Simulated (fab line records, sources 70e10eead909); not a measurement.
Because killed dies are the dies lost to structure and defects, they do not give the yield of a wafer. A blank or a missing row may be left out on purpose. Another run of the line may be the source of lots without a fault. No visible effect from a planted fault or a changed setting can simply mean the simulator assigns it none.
Chamber matching    flow nand-harc    4 sister chambers for NHARC_P_CONTACT_DESCUM_17 on rie-diel-13
The step chemistry O2, time 3 s. 7 wafers are shown with their chamber, then 7 later ones without.

EACH WAFER AND ITS CHAMBER
wafer   chamber  oes-product-au (a.u.)  throttle-valve-pct (%)
L570.4  0        0.992                  11.320
L575.5  3        1.001                  11.297
L580.1  1        1.009                  11.327
L580.2  3        1.007                  11.307
L580.4  2        1.001                  11.305
L579.2  1        1.014                  11.311
L579.5  2        0.994                  11.307

WAFERS WITH NO CHAMBER GIVEN
wafer   oes-product-au (a.u.)  throttle-valve-pct (%)
L579.6  0.996                  11.310
L582.2  0.995                  11.317
L582.4  0.999                  11.299
L582.5  1.013                  11.325
L590.3  1.005                  11.320
L590.4  0.996                  11.312
L590.5  0.998                  11.309

CHAMBER TAKEN BY EACH
wafer   from the rows above                in truth
L579.6  can't be placed: 2 or 0 or 3       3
L582.2  can't be placed: 0 or 2            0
L582.4  can't be placed: 2 or 3            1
L582.5  1                                  1
L590.3  can't be placed: 1 or 3 or 2 or 0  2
L590.4  can't be placed: 2 or 0 or 3       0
L590.5  can't be placed: 2 or 3 or 0       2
1 of 7 placed correctly. Can't be placed from these rows: 6 (the true chamber is among the candidates in 5). 0 placed wrongly.
How it was worked out, from the rows above alone: a wafer's distance from a chamber is the root of the sum, over the readings, of the square of ((its reading less the chamber's mean) divided by the reading's scatter). If the next closest chamber is less than 2 further off than the closest, the wafer can't be placed; otherwise it belongs to the closest. For every chamber, the mean is computed from those of its wafers that are shown. How the scatter is found: for the shown wafers, subtract from each reading the mean of its chamber, square and add these, divide the total by (wafers less chambers), then take the root.
